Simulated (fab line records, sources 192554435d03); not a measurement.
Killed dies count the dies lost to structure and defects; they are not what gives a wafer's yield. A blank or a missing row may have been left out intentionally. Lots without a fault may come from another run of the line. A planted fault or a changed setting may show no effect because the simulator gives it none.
Split-lot experiment | flow n5_finfet | 7 lots, 39 wafers read, on a route of 1938 steps

## SPLIT DETAILS
At N5_DUMMY_GATE_ETCH_37 (etches SOC in N2/H2, target depth 60 nm, overetch 30 nm), the setting source_w was moved away from the recipe's 840 W on 9 of the 39 wafers read, by -17.8% to +11.0%. For the rest of the wafers, this setting stayed at what the recipe calls for.

The split's own step is where the reading is taken.

## THE READING
rf_vpp_V, in V, at N5_DUMMY_GATE_ETCH_37 (etches SOC in N2/H2, target depth 60 nm, overetch 30 nm). Fault-free wafers of this fab line usually give 524.0 V, standard deviation 2.5 V.

wafer  | tool, chamber at the split | source_w as run, W | against the recipe | rf_vpp_V, V | against lot-mates on the recipe
L075.1 | rie_diel-01, 1             | 840                | recipe             | 523.8       | -
L075.2 | rie_diel-01, 2             | 840                | recipe             | 525.8       | -
L075.3 | rie_diel-01, 0             | 840                | recipe             | 524.7       | -
L075.4 | rie_diel-01, 3             | 840                | recipe             | 521.3       | -
L075.5 | rie_diel-01, 0             | 840                | recipe             | 524.7       | -
L075.6 | rie_diel-01, 1             | 840                | recipe             | 524.7       | -
L076.1 | rie_diel-01, 0             | 840                | recipe             | 524.2       | -
L076.2 | rie_diel-01, 2             | 840                | recipe             | 528.6       | -
L076.3 | rie_diel-01, 3             | 840                | recipe             | 520.0       | -
L076.4 | rie_diel-01, 0             | 840                | recipe             | 525.2       | -
L076.5 | rie_diel-01, 3             | 840                | recipe             | 523.0       | -
L076.6 | rie_diel-01, 2             | 840                | recipe             | 526.3       | -
L079.3 | rie_diel-01, 3             | 840                | recipe             | 520.7       | -
L079.4 | rie_diel-01, 1             | 840                | recipe             | 525.1       | -
L079.6 | rie_diel-01, 2             | 840                | recipe             | 528.0       | -
L084.1 | rie_diel-02, 0             | 920.2              | +9.5%              | 506.9       | -18.7
L084.2 | rie_diel-02, 1             | 840                | recipe             | 526.1       | -
L084.3 | rie_diel-02, 2             | 920.2              | +9.5%              | 508.5       | -17.1
L084.4 | rie_diel-02, 2             | 840                | recipe             | 523.3       | -
L084.5 | rie_diel-02, 0             | 920.2              | +9.5%              | 505.0       | -20.6
L084.6 | rie_diel-02, 1             | 840                | recipe             | 527.3       | -
L094.1 | rie_diel-01, 2             | 840                | recipe             | 526.8       | -
L094.2 | rie_diel-01, 1             | 840                | recipe             | 522.0       | -
L094.3 | rie_diel-01, 3             | 932.4              | +11.0%             | 503.2       | -21.4
L094.4 | rie_diel-01, 0             | 932.4              | +11.0%             | 505.0       | -19.6
L094.5 | rie_diel-01, 0             | 840                | recipe             | 524.9       | -
L094.6 | rie_diel-01, 3             | 932.4              | +11.0%             | 502.6       | -22.0
L095.1 | rie_diel-01, 0             | 840                | recipe             | 523.3       | -
L095.2 | rie_diel-01, 3             | 690.5              | -17.8%             | 555.3       | +31.2
L095.3 | rie_diel-01, 1             | 840                | recipe             | 524.8       | -
L095.4 | rie_diel-01, 2             | 690.5              | -17.8%             | 561.7       | +37.6
L095.5 | rie_diel-01, 0             | 690.5              | -17.8%             | 558.5       | +34.4
L095.6 | rie_diel-01, 1             | 840                | recipe             | 524.2       | -
L097.1 | rie_diel-02, 3             | 840                | recipe             | 528.8       | -
L097.2 | rie_diel-02, 1             | 840                | recipe             | 528.5       | -
L097.3 | rie_diel-02, 2             | 840                | recipe             | 522.6       | -
L097.4 | rie_diel-02, 0             | 840                | recipe             | 523.4       | -
L097.5 | rie_diel-02, 0             | 840                | recipe             | 521.8       | -
L097.6 | rie_diel-02, 1             | 840                | recipe             | 527.5       | -

FIT RESULTS
A straight line over all 39 wafers: rf_vpp_V changes by -1.9 V for each +1% of source_w; r = -0.98; the points scatter about the line by 2.3 V.
The same after taking each lot's own level away (the mean of its wafers on the recipe; 39 wafers): -1.93 V for each +1%; r = -0.98; scatter 2.2 V.
That fit puts the effect of the largest move of source_w on the reading at 34 V.
Measured against the standard deviation above, the lots' own levels, which go from 524.10 to 525.57 V, span 0.6 times it.
The two slopes agree, so the slope changes little with the lot-to-lot level.
Check: for one of the wafers moved furthest among these (-17.8%), held out of the fit, the line's prediction against its lot-mates is +35.3 V. It came out at +31.2 V against them.
Tool readings at the split's step, against how far the setting was moved: rf_vpp_V r = -0.98.

## THESE WAFERS: OTHER SPLITS
Other splits were also applied to these wafers ahead of the reading. Each is held against what the fit with the lots' levels taken away leaves over:
other split on the same wafers | wafers away from the commonest value | r with rf_vpp_V (lot level and that fit taken away)
N5_FIN_SAQP_HM_DEP_72 time_s   | 15                                   | +0.21

## FILE'S OWN FIT
rf_vpp_V changes by -1.93 V for each +1% of source_w, r = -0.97.
